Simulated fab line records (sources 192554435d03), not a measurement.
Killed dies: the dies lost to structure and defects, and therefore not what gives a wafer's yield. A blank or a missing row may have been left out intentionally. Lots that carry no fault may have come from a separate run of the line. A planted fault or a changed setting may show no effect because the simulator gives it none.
One fault seen from 2 desks + flow n5Finfet + each desk has only its own numbers; what lay behind them comes last

## AT THE METROLOGY DESK
Lot by lot, what the gauges showed, no matter which tool ran the lot: averages of those sampled wafers that carry a number. The brackets show how far a lot's mean lies from the usual mean; more than 4 standard deviations puts the lot out of limits, marked OUT. Shown here are 7 of its 11 readings, the ones lying furthest out on some lot.
Columns: A = MD_CAP_THK at N5_MOL_CONTACT_COAG_THK_MEAS_29, usual 17.94 nm; B = DIBL_P at N5_BEOL_M4_RC_MEAS_101, usual 37.0 mV/V; C = IOFF_N at N5_BEOL_M4_RC_MEAS_101, usual 0.17 nA/um; D = IOFF_P at N5_BEOL_M4_RC_MEAS_101, usual 0.22 nA/um; E = ION_N at N5_BEOL_M4_RC_MEAS_101, usual 673 uA/um; F = VT_N at N5_BEOL_M4_RC_MEAS_101, usual 250 mV; G = VT_P at N5_BEOL_M4_RC_MEAS_101, usual -250 mV
| lot  | first seen here | A     | B    | C    | D    | E   | F   | G    |
|------|-----------------|-------|------|------|------|-----|-----|------|
| L119 | day 6 07:06     | 17.95 | 36.4 | 0.15 | 0.20 | 661 | 252 | -253 |
| L128 | day 8 16:26     | 18.09 | 37.8 | 0.17 | 0.21 | 675 | 250 | -253 |
| L129 | day 8 18:26     | 18.04 | 41.0 | 0.23 | 0.31 | 694 | 244 | -243 |
| L131 | day 9 04:35     | 17.86 | 41.5 | 0.26 | 0.33 | 694 | 241 | -242 |
This desk's verdict: no lot among the 4 shows anything out of limits.

## DESK OF THE TOOL OWNER: cmp-02
The tool's own readings at N5_MOL_CONTACT_COAG_CMP_28 (polishes, stops on SiNx, t overpolish 0.85 s, target thk 14.522 nm): means of the sampled wafers that have a number, for each lot that ran on this tool. The brackets show how far a lot's mean lies from the usual mean; more than 4 standard deviations puts the lot out of limits, marked OUT.
Columns: A = headPressurePsi at N5_MOL_CONTACT_COAG_CMP_28, usual 4.150 psi; B = motorCurrentA at N5_MOL_CONTACT_COAG_CMP_28, usual 12.6 A; C = timeToEndpointS at N5_MOL_CONTACT_COAG_CMP_28, usual 4.4 s
| lot  | first seen here | A                       | B              | C               |
|------|-----------------|-------------------------|----------------|-----------------|
| L119 | day 6 06:48     | 4.151                   | 12.5           | 4.7             |
| L128 | day 8 16:08     | 2.216 (-99 or more) OUT | 8.5 (-4.3) OUT | 12.9 (+4.0) OUT |
| L129 | day 8 18:15     | 3.185 (-99 or more) OUT | 10.5           | 10.1            |
This desk's finding: out of limits on L128, L129; first on L128, day 8 16:08 (headPressurePsi at N5_MOL_CONTACT_COAG_CMP_28). In limits: L119.

## BROUGHT TOGETHER
At day 8 16:08, on L128, L129, the tool owner's desk was in a position to raise an alarm.
At the metrology desk, nothing out of limits was observed.
The metrology desk has L128, L129 on record, within its limits.
N5_MOL_CONTACT_COAG_CMP_28 was run on cmp-02 by each of the lots named.

## WHAT THE SIMULATOR PUT IN
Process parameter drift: cmp-02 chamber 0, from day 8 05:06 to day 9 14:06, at N5_MOL_CONTACT_COAG_CMP_28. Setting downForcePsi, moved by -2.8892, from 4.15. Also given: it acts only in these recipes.
Lots struck among those shown: L128, L129.
Each desk's first reading out of limits, in hours after the fault started: the tool owner's desk, 11.
